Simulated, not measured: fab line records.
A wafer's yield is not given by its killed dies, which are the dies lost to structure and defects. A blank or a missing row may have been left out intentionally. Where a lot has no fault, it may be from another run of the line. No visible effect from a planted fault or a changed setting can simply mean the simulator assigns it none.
Code-filled problem report in 8D (eight disciplines) form + flow n5Finfet + the parts of the form that need people (team, actions taken, sign-off) are left out

== 1. PROBLEM STATEMENT ==
oesProductAu at N5_BEOL_M6_VIA_ETCH_34 reads a mean of 0.31 a.u. on 6 wafers of 2 lots; wafers without a fault read 0.84 a.u. with a standard deviation of 0.095. That puts it -5.6 standard deviations away from the usual mean.
The step: etches SiCOH lowk in C4F6/O2, target depth 126.3 nm, time 50.9 s.
First seen on wafer L679.1, day 9 07:07, on rieDiel-05. The record has a number at this step for 22 wafers belonging to 8 lots. Rule for "out" (also "out of limits"): further than 4 standard deviations from the usual mean. The rest of the wafers with a number are treated as sound.

== 2. WHAT IT IS, AND WHAT IT ISN'T ==
| question                    | is                     | is not                                                                                     |
|-----------------------------|------------------------|--------------------------------------------------------------------------------------------|
| which readings at this step | oesProductAu           | O2_flow_sccm, biasW, drypumpMotorCurrentA, rfVppV, showerheadPlenumPTorr, throttleValvePct |
| which lots                  | L679, L681             | L676, L678, L688, L692, L693, L696                                                         |
| which wafers of those lots  | all that have a number | -                                                                                          |
| read on which tools         | rieDiel-05             | rieDiel-04, rieDiel-06                                                                     |
| when                        | from day 9 07:07       | up to then (4 sound wafers); but 12 sound wafers of L688, L692, L693, L696 came after      |

== 3. WHAT RULES OUT EACH SUSPECT ==
Counting: a tool at any process step up to the reading remains a suspect when it ran all the lots that are out and ran no sound lot after the first of those.
- rieMetal-01 at N5_BEOL_M6_HM_OPEN_17 (chemistry Cl2/BCl3, target TiN, target depth 20 nm, overetch 6 nm): ruled out as a lasting fault. After its first lot that is out, L679 (day 9 06:08), sound lots L692, L693 ran on it.
- rieDiel-05 at N5_BEOL_M6_VIA_ETCH_34 (etches SiCOH lowk in C4F6/O2, target depth 126.3 nm, time 50.9 s): ruled out as a lasting fault. After its first lot that is out, L679 (day 9 07:07), sound lots L692, L693 ran on it.
Left after counting: nothing in the record.

== 4. THE CAUSE (what the simulator had put in) ==
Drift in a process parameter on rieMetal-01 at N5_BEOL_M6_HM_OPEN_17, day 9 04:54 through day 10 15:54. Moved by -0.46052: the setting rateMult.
The count ruled it out by mistake, since the rule takes a fault to strike every lot its tool runs from the start of the fault on, and this one did not do so.

== 5. THE CHAIN OF EFFECTS, in route order ==
One row per reading whose mean, taken over the struck wafers that have a number, lies over 3 standard deviations from the usual. Scope: only readings with a usual standard deviation given in the record; hours: median across lots of the time from each lot's start at the first step in this table that gives one to its start at this step; sigmas: change in usual standard deviations.
| hours | step                    | reading             | usual     | on struck wafers | change | sigmas      |
|-------|-------------------------|---------------------|-----------|------------------|--------|-------------|
| 0     | N5_BEOL_M6_VIA_ETCH_34  | oesProductAu        | 0.84 a.u. | 0.31             | -0.53  | -5.6        |
| 87    | N5_PASSIVATION_PROBE_49 | defectLimitedYield  | 91.8 %    | 0.0              | -91.8  | -61         |
| 87    | N5_PASSIVATION_PROBE_49 | killed_at_M4_up     | 13        | 1100             | +1087  | +99 or more |
| 87    | N5_PASSIVATION_PROBE_49 | killedDies          | 97        | 1180             | +1083  | +60         |
| 87    | N5_PASSIVATION_PROBE_49 | killedOnRim         | 12        | 152              | +140   | +33         |
| 87    | N5_PASSIVATION_PROBE_49 | sort_bin_5_function | 4.8 %     | 97.0             | +92.2  | +92         |
| 87    | N5_PASSIVATION_PROBE_49 | sortNPass           | 1083      | 0                | -1083  | -60         |
| 87    | N5_PASSIVATION_PROBE_49 | sortYieldPct        | 91.8 %    | 0.0              | -91.8  | -61         |
Its process steps:
- N5_BEOL_M6_VIA_ETCH_34: etches SiCOH lowk in C4F6/O2, target depth 126.3 nm, time 50.9 s.
- N5_PASSIVATION_PROBE_49
Readings that are blank on the struck wafers while sound wafers have them: trenchDepthNm at N5_BEOL_M6_OCD_MEAS_38; cdNm at N5_BEOL_M6_CD_MEAS_35.

== 6. WHAT WOULD HAVE CAUGHT IT SOONER ==
The fault began at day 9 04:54; the first out-of-limits reading in this record came at day 9 07:07, 2 hours later.
Tool readings at N5_BEOL_M6_HM_OPEN_17 with a usual standard deviation given in the record: none out on any struck wafer, hence no alarm at a limit of 4 standard deviations on them.
